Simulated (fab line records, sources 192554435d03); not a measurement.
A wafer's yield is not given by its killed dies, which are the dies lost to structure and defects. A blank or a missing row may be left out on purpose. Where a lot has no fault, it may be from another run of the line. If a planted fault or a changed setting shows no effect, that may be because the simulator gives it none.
Chamber matching	flow n5_finfet	4 sister chambers for N5_BEOL_M2_ALD_84 on ald_metal-03
The step deposits TaN, pulse time 2 s, purge time 3 s, co reactant purge time 2 s. 14 wafers are shown with their chamber, then 7 later ones without.

== EACH WAFER AND ITS CHAMBER ==
wafer	chamber	heater_power_w (W)
L076.3	2	442
L076.4	1	502
L076.5	3	364
L079.1	1	505
L079.2	3	381
L079.3	0	345
L084.1	2	443
L084.4	3	374
L084.6	0	340
L085.1	3	368
L085.2	1	495
L085.3	2	436
L088.3	3	378
L088.4	0	340

SIGNATURES (means of the wafers above)
reading	chamber 0	chamber 1	chamber 2	chamber 3	scatter within a chamber
heater_power_w	341.67	500.67	440.33	373.00	5.42
Rule: for a wafer and a chamber, the distance is found by dividing, reading by reading, the gap between the wafer's reading and the chamber's mean by the reading's scatter, squaring, summing and taking the root. The wafer belongs to the nearest chamber; if the next one is less than 2 further off, it can't be placed. How the scatter is found: for the shown wafers, subtract from each reading the mean of its chamber, square and add these, divide the total by (wafers less chambers), then take the root.

== WAFERS WITHOUT THEIR CHAMBER ==
wafer	heater_power_w (W)
L088.5	501
L089.2	339
L089.4	454
L089.5	379
L091.1	368
L091.5	344
L091.6	368

== EACH ONE'S CHAMBER ==
wafer	from the rows above	in truth
L088.5	1	1
L089.2	0	0
L089.4	2	2
L089.5	3	3
L091.1	3	3
L091.5	0	0
L091.6	3	3
Correctly placed: 7 of 7. Can't be placed from these rows: 0. 0 placed wrongly.
